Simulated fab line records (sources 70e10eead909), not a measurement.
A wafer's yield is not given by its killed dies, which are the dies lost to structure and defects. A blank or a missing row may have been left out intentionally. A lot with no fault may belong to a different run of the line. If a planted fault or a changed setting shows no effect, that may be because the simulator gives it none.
fab line records | flow nand_harc
[record] lots = 13 wafers = 36 last_day = 33
route steps=1302 shown A_CHANNEL_HOLE_D1@466 A_CHANNEL_FILL_D1@495 A_ONON_D2@547 A_CHANNEL_HOLE_D2@582 END@1302
lots with no fault: from the same line, run without faults
start_h: start of the lot's first displayed wafer, in hours after the record's first day | wait_h: hours elapsed since this lot's preceding step | " same as the row above | L1.1+2: a row that stands for several wafers | - no value, or no start was given | * or withheld: withheld | < > ~ a bound
route shown NAME@n: a module of which the file shows steps, and the number in the route of the first | usual: mean/standard deviation taken from wafers without a fault | same: alike in all rows | chamber/n: place in a boat | sites: readings site by site | _std_site: standard deviation across them | _edge_site: the outer-site mean with the inner-site mean subtracted | radius_mm: for every site, how far away it sits from the centre of the wafer | mask NAME#n: copy n | behind: the tool/chamber that last shaped the wafer | hold: why the lot was held/for how many hours/how that ended | device: which transistor (n, p or np) failed to switch | end of line: the tests these same wafers got at the end of their route | a step with no rows: only its recipe | killed: count of dies lost to structure and defects at first sort (not the wafer's yield) | map: a wafer's dies, marking killed ones x, the rest . and places with no die _
set.NAME: the setting as run; set.NAME@STEP: as run at that earlier step | model.NAME: the simulator's own value behind a step, which no gauge read
a sample of lots followed through the steps of the route, with each step as a table and each wafer as a row
services: when a tool's chamber went out of use (start_h, in hours from the record's first day, below 0 if earlier), for how many hours, and the reason
[[steps]]
[step NHARC_A_CHANNEL_HOLE_D1_ETCH_38]
[recipe] target_depth_a = 390 over_etch_frac = 0.3 time_s = 65 ion_energy_ev = 80 cf4_flow_sccm = 150 ar_flow_sccm = 0 rf_w = 300 bias_w = 100 chemistry = CF4
[usual] drypump_motor_current_A = 5.7/0.61 oes_product_au = 1.001/0.007 rf_vpp_V = 151.9/1 showerhead_plenum_p_Torr = 1.81/0.059 throttle_valve_pct = 13.285/0.01
// columns lot.wafer tool chamber start_h wait_h drypump_motor_current_A oes_product_au rf_hours_counter_h rf_vpp_V showerhead_plenum_p_Torr throttle_valve_pct
L389.1 rie_diel-10 2 187.63 0.1 6.5 1.001 10 152.5 1.82 13.289
L389.6 " 2 " " 6.5 1.000 - 152.3 1.82 13.289
L389.5 " 3 " " 5.0 1.002 - 152.1 1.87 13.275
L390.2 rie_diel-10 3 198.41 0.1 5.0 1.009 12 151.5 1.87 13.266
L390.3 " 0 " " 6.4 1.004 12 152.6 1.81 13.287
L390.6 " 2 " " 6.5 0.998 - 153.2 1.82 13.274
L391.2 rie_diel-10 0 205.71 0.1 6.4 1.005 12 152.3 1.81 13.278
L391.4 " 1 " " 5.1 0.993 12 153.3 1.84 13.296
L391.6 " 3 " " 5.1 1.005 - 152.4 1.87 13.287
L394.1 rie_diel-02 1 231.79 0.1 5.7 0.992 1 150.5 1.70 13.282
L394.6 " 2 " " 5.7 0.998 - 150.9 1.81 13.266
L397.2 rie_diel-02 2 251.28 0.1 5.7 1.006 6 151.8 1.81 13.269
L397.1 " 0 " " 5.2 1.000 6 151.4 1.71 13.283
L398.2 rie_diel-02 3 269.17 0.1 5.1 0.997 14 150.8 1.64 13.286
L398.5 " 2 " " 5.7 1.016 - 152.2 1.81 13.275
L401.4 rie_diel-10 1 292.97 0.1 5.1 1.005 3 153.6 1.84 13.292
L401.1 " 2 " " 6.4 1.007 3 150.1 1.81 13.304
L401.5 " 1 " " 5.1 0.998 - 151.8 1.84 13.284
L402.4 rie_diel-10 0 324.15 0.1 6.4 1.007 6 151.4 1.80 13.275
L402.2 " 2 " " 6.5 0.999 6 151.4 1.81 13.291
L402.5 " 3 " " 5.0 1.001 - 153.3 1.87 13.286
L404.4 rie_diel-02 1 324.72 0.1 5.7 0.993 31 150.4 1.69 13.274
L404.3 " 3 " " 5.1 0.999 33 149.4 1.64 13.274
L404.5 " 2 " " 5.7 1.004 - 152.6 1.80 13.285
L405.1 rie_diel-10 1 335.22 0.1 5.1 1.000 7 152.2 1.84 13.304
L405.6 " 2 " " 6.5 0.999 - 152.6 1.81 13.282
L405.5 " 1 " " 5.1 1.014 - 150.9 1.84 13.300
L409.3 rie_diel-10 3 388.56 0.1 5.0 1.011 12 152.4 1.87 13.293
L409.6 " 2 " " 6.5 1.007 - 151.1 1.81 13.277
L409.5 " 3 " " 5.0 1.002 - 152.5 1.87 13.279
L410.3 rie_diel-10 2 388.59 0.1 6.4 1.013 13 151.9 1.81 13.282
L410.4 " 3 " " 5.0 1.002 12 153.2 1.87 13.283
L410.1 " 1 " " 5.1 1.013 12 152.0 1.84 13.293
L412.4 rie_diel-02 0 417.48 0.1 5.3 0.978 3 150.2 1.70 13.293
L412.1 " 1 " " 5.7 0.987 2 150.4 1.68 13.267
L412.6 " 3 " " 5.1 0.996 - 154.3 1.91 13.276
[step NHARC_A_CHANNEL_FILL_D1_ALD_15]
[recipe] target_thk_a = 20 pulse_time_s = 60 ald_cycles = 19 temp_c = 630 pressure_torr = 2 material = SiNx
[usual] chamber_pressure_Torr = 1.999/0.0039 precursor_pulse_height_rel = 1.003/0.019
// columns lot.wafer tool chamber start_h wait_h chamber_pressure_Torr precursor_pulse_height_rel
L389.1 ald_sin_batch-03 0 205.33 3.0 1.998 0.983
L389.5 " 0 " " 2.001 0.970
L389.6 " 0 " " 1.995 0.990
L390.2 ald_sin_batch-03 0 215.76 3.1 1.998 1.018
L390.3 " 0 " " 1.998 1.002
L390.6 " 0 " " 2.004 1.001
L391.2 ald_sin_batch-01 0 - - 2.003 0.994
L391.4 " 0 " " 2.002 0.991
L391.6 " 0 " " 2.000 1.001
L394.1 ald_sin_batch-03 0 250.85 3.0 1.993 0.998
L394.6 " 0 " " 1.995 1.010
L397.1 ald_sin_batch-03 0 - - 2.001 1.009
L397.2 " 0 " " 1.994 0.961
L398.2 ald_sin_batch-01 0 - - 1.996 0.990
L398.5 " 0 " " 1.997 1.003
L401.1 ald_sin_batch-02 0 - - 2.002 1.018
L401.4 " 0 " " 1.999 1.049
L401.5 " 0 " " 1.997 0.986
L402.2 ald_sin_batch-02 0 - - 2.002 1.000
L402.4 " 0 " " 1.999 0.990
L402.5 " 0 " " 1.997 0.981
L404.3 ald_sin_batch-02 0 - - 1.995 1.016
L404.4 " 0 " " 1.995 1.021
L404.5 " 0 " " 2.002 1.001
L405.1 ald_sin_batch-01 0 - - 1.999 0.997
L405.5 " 0 " " 1.998 1.008
L405.6 " 0 " " 2.001 1.030
L409.3 ald_sin_batch-03 0 - - 2.001 0.979
L409.5 " 0 " " 1.999 0.970
L409.6 " 0 " " 1.999 0.992
L410.1 ald_sin_batch-03 0 - - 1.999 1.003
L410.3 " 0 " " 1.989 1.002
L410.4 " 0 " " 1.998 1.023
L412.1 ald_sin_batch-03 0 - - 1.998 0.986
L412.4 " 0 " " 1.997 1.006
L412.6 " 0 " " 2.000 1.026
[step NHARC_A_ONON_D2_DEP_03]
[recipe] target_thk_a = 10000 n2_flow_sccm = 2750 n2o_flow_sccm = 2000 nh3_flow_sccm = 500 sih4_flow_sccm = 210 temp_c = 400
[usual] sih4_flow_sccm = 210.2/0.59
// columns lot.wafer tool chamber start_h wait_h sih4_flow_sccm
L389.1 pecvd_onon-03 0 282.01 0.1 210.3
L389.5 " 0 " " 210.0
L389.6 " 0 " " 210.6
L390.2 pecvd_onon-01 0 288.48 0.1 210.7
L390.3 " 0 " " 210.2
L390.6 " 0 " " 209.8
L391.2 pecvd_onon-04 0 303.41 0.1 210.0
L391.4 " 0 " " 210.0
L391.6 " 0 " " 210.4
L394.1 pecvd_onon-03 0 320.76 0.1 210.3
L394.6 " 0 " " 210.5
L397.1 pecvd_onon-03 0 344.75 0.1 209.6
L397.2 " 0 " " 209.9
L398.2 pecvd_onon-03 0 362.92 0.1 211.1
L398.5 " 0 " " 210.2
L401.1 pecvd_onon-01 0 384.01 0.1 210.0
L401.4 " 0 " " 210.3
L401.5 " 0 " " 209.7
L404.3 pecvd_onon-01 0 417.48 0.3 210.5
L404.4 " 0 " " 209.8
L404.5 " 0 " " 210.4
L402.2 pecvd_onon-04 0 417.64 0.1 211.7
L402.4 " 0 " " 210.7
L402.5 " 0 " " 210.7
L405.1 pecvd_onon-04 0 428.44 0.1 210.9
L405.5 " 0 " " 210.8
L405.6 " 0 " " 209.4
L409.3 pecvd_onon-04 0 476.78 0.2 210.0
L409.5 " 0 " " 210.7
L409.6 " 0 " " 209.6
L410.1 pecvd_onon-03 0 488.78 0.1 210.7
L410.3 " 0 " " 210.4
L410.4 " 0 " " 210.8
L412.1 pecvd_onon-03 0 509.65 0.1 210.3
L412.4 " 0 " " 210.9
L412.6 " 0 " " 210.5
[step NHARC_A_ONON_D2_THK_MEAS_05]
[recipe] thk_meas_gauge = ellipsometry
[usual] thk_nm = 1001/10
// columns lot.wafer tool chamber start_h wait_h thk_nm
L389.1 film_metro-01 - 282.53 - 998
L389.5 " - " " 999
L389.6 " - " " 997
L390.2 film_metro-02 - 288.93 - 1003
L390.3 " - " " 1003
L390.6 " - " " 1005
L391.2 film_metro-01 - 303.86 - 992
L391.4 " - " " 991
L391.6 " - " " 991
L394.1 film_metro-01 - 321.27 - 1546
L394.6 " - " " 1004
L397.1 film_metro-01 - 345.26 - 1554
L397.2 " - " " 1013
L398.2 film_metro-02 - 363.38 - 1022
L398.5 " - " " 1564
L401.1 film_metro-01 - 384.53 - 1008
L401.4 " - " " 1008
L401.5 " - " " 1008
L404.3 film_metro-02 - 417.88 - 1000
L404.4 " - " " 1001
L404.5 " - " " 1004
L402.2 film_metro-01 - 418.09 - 1007
L402.4 " - " " 1006
L402.5 " - " " 1005
L405.1 film_metro-01 - 428.95 - 1009
L405.5 " - " " 1012
L405.6 " - " " 1010
L409.3 film_metro-02 - 477.17 - 1000
L409.5 " - " " 1003
L409.6 " - " " 1003
L410.1 film_metro-01 - 489.29 - 1003
L410.3 " - " " 1006
L410.4 " - " " 1005
L412.1 film_metro-02 - 510.16 - 989
L412.4 " - " " 989
L412.6 " - " " 987
[step NHARC_A_CHANNEL_HOLE_D2_CD_MEAS_10]
[recipe] target_cd_nm = 100 landing_energy_ev = 500
[usual] cd_nm = 100.0/0.46
// columns lot.wafer tool chamber start_h wait_h cd_nm
L389.1 cd_sem-01 0 297.40 - 99.5
L389.5 " 0 " " 99.3
L389.6 " 0 " " 98.4
L390.2 cd_sem-01 0 303.56 - 100.3
L390.3 " 0 " " 100.0
L390.6 " 0 " " 99.8
L391.2 cd_sem-01 0 319.44 - 101.2
L391.4 " 0 " " 100.8
L391.6 " 0 " " 101.1
L394.6 cd_sem-02 0 336.87 - 99.5
L397.2 cd_sem-02 0 360.64 - 99.6
L398.2 cd_sem-01 0 378.25 - 100.2
L401.1 cd_sem-01 0 400.40 - 100.1
L401.4 " 0 " " 100.6
L401.5 " 0 " " 99.7
L404.3 cd_sem-01 0 436.01 - 100.3
L404.4 " 0 " " 100.5
L404.5 " 0 " " 100.6
L402.2 cd_sem-02 0 437.45 - 99.8
L402.4 " 0 " " 99.9
L402.5 " 0 " " 100.0
L405.1 cd_sem-01 0 445.61 - 99.3
L405.5 " 0 " " 99.9
L405.6 " 0 " " 99.5
L409.3 cd_sem-01 0 498.29 - 99.7
L409.5 " 0 " " 99.8
L409.6 " 0 " " 99.4
L410.1 cd_sem-03 0 503.98 - 99.4
L410.3 " 0 " " 99.1
L410.4 " 0 " " 99.5
L412.1 cd_sem-03 0 525.75 - 99.5
L412.4 " 0 " " 99.7
L412.6 " 0 " " 99.8
[step NHARC_END_SORT_01]
[recipe] temp_c = 25
[usual] killed_at_array = 54/16 killed_at_other = 0.6/0.86 killed_at_periphery = 3.8/2.6 killed_dies = 58/16 killed_open = 3.3/1.8 killed_short = 2.7/1.7
[same] gross_dies = 677
// columns lot.wafer tool chamber start_h wait_h killed_at_array killed_at_other killed_at_periphery killed_dies killed_open killed_short
L394.1 prober-01 0 602.42 2.5 671 0 6 677 7 5
L394.6 prober-01 0 606.41 4.0 72 0 2 74 1 4
L397.1 prober-01 0 627.59 2.5 677 0 0 677 4 1
L397.2 prober-01 0 628.37 2.8 63 0 0 63 1 1
L398.2 prober-01 0 651.13 2.8 45 0 0 45 2 1
L398.5 prober-01 0 653.51 3.7 676 0 1 677 4 3
// killed by level:class
L394.1 A_ONON_D2:area_dep=597 A_CHANNEL_HOLE_D1:chamber_film_flake=35 A_SLIT:chamber_film_flake=10 A_CHANNEL_HOLE_D2:chamber_film_flake=7 P_M0:chamber_film_flake=6 A_STAIRCASE:chamber_film_flake=4 A_ONON_D1:geometric_particle:short=2 A_ONON_D1:geometric_particle:open=2
L394.6 A_CHANNEL_HOLE_D1:chamber_film_flake=33 A_SLIT:chamber_film_flake=19 A_CHANNEL_HOLE_D2:chamber_film_flake=7 A_STAIRCASE:chamber_film_flake=5 P_M0:chamber_film_flake=2 A_CONTACT:chamber_film_flake=2 A_ONON_D1:geometric_particle:short=1 A_CHANNEL_FILL_D1:geometric_particle:short=1
L397.1 A_ONON_D2:area_dep=606 A_CHANNEL_HOLE_D2:chamber_film_flake=40 A_SLIT:chamber_film_flake=17 A_CHANNEL_HOLE_D1:chamber_film_flake=4 A_CONTACT:chamber_film_flake=3 A_ONON_D2:geometric_particle:open=2 A_STAIRCASE:chamber_film_flake=2 A_CHANNEL_FILL_D1:geometric_particle:open=1
L397.2 A_CHANNEL_HOLE_D2:chamber_film_flake=33 A_SLIT:chamber_film_flake=24 A_CONTACT:chamber_film_flake=2 A_ONON_D2:geometric_particle:short=1 A_M0:geometric_particle:open=1 A_CHANNEL_HOLE_D1:chamber_film_flake=1 A_STAIRCASE:chamber_film_flake=1
L398.2 A_CHANNEL_HOLE_D2:chamber_film_flake=30 A_CHANNEL_HOLE_D1:chamber_film_flake=4 A_SLIT:chamber_film_flake=3 A_CONTACT:chamber_film_flake=3 A_CHANNEL_HOLE_D1:geometric_particle:open=1 A_CHANNEL_FILL_D1:geometric_particle:open=1 A_WL_FILL:geometric_particle:short=1 A_STAIRCASE:chamber_film_flake=1
L398.5 A_ONON_D2:area_dep=631 A_CHANNEL_HOLE_D2:chamber_film_flake=28 A_CONTACT:chamber_film_flake=5 A_ONON_D1:geometric_particle:short=3 A_SLIT:chamber_film_flake=3 A_STAIRCASE:chamber_film_flake=2 P_STI:geometric_particle:open=1 A_CHANNEL_FILL_D2:geometric_particle:open=1
[[services]]
// columns tool chamber start_h hours kind
rie_diel-10 2 169.49 2.7 repair
rie_diel-10 0 172.70 - clean
rie_diel-10 1 172.70 - clean
rie_diel-10 3 179.36 6.7 repair
ald_sin_batch-03 - 188.70 8.7 repair
rie_diel-02 - 217.54 9.0 pm
pecvd_onon-03 - 227.20 13.0 pm
rie_diel-10 - 242.62 9.0 pm
pecvd_onon-01 - 269.00 13.0 pm
ald_sin_batch-02 - 270.63 26.0 pm
rie_diel-10 2 279.15 2.6 repair
pecvd_onon-04 - 311.08 13.0 pm
rie_diel-10 0 334.48 1.4 repair
pecvd_onon-01 - 361.73 5.8 repair
rie_diel-02 3 365.74 8.2 repair
rie_diel-02 - 394.62 9.0 pm
rie_diel-10 3 402.48 2.8 repair
pecvd_onon-03 - 408.20 13.0 pm
rie_diel-10 - 419.62 9.0 pm
pecvd_onon-01 - 450.00 13.0 pm
ald_sin_batch-02 - 464.48 12.7 repair
pecvd_onon-04 - 492.08 13.0 pm
rie_diel-10 2 503.39 5.5 repair
ald_sin_batch-01 - 506.00 26.0 pm
[[key]]
[first_sign] step = NHARC_A_ONON_D2_THK_MEAS_05 reading = thk_nm direction = up sigmas = 56 usual = 1001 struck = 1555
[effect] step = NHARC_END_SORT_01 reading = killed_at_array direction = up sigmas = 39 usual = 54 struck = 675
[more_kills_born_at] NHARC_A_ONON_D2_DEP_03@pecvd_onon-03 = 1834
met_at NHARC_A_ONON_D2_DEP_03
struck_lots L394,L397,L398
struck_wafers L394.1,L397.1,L398.5
later_rows_left_out L394.1,L397.1,L398.5
tester_left_out L394,L397,L398
not_acting_at NHARC_A_CHANNEL_HOLE_D1_ETCH_38,NHARC_A_CHANNEL_FILL_D1_ALD_15,NHARC_A_CHANNEL_HOLE_D2_CD_MEAS_10
onset_between 282.01 320.76
[fault] kind = process_parameter_drift tool = pecvd_onon-03 chamber = - onset_h = 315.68 steps = NHARC_A_ONON_D2_DEP_03 channel = target_thk_a offset = * shape = step end_h = 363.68 scope = struck_wafers_only acts_in = * stated = *
// tester_left_out: of these lots the tester's yield and bins aren't shown, on N5 and GAA mostly nor the transistor test; their killed dies are dies lost to structure and defects alone, not to doping, threshold or leakage, so they don't give the yield
// later_rows_left_out: the simulator's readings of these wafers behind a module that went badly wrong aren't trusted and aren't shown, but for the sort
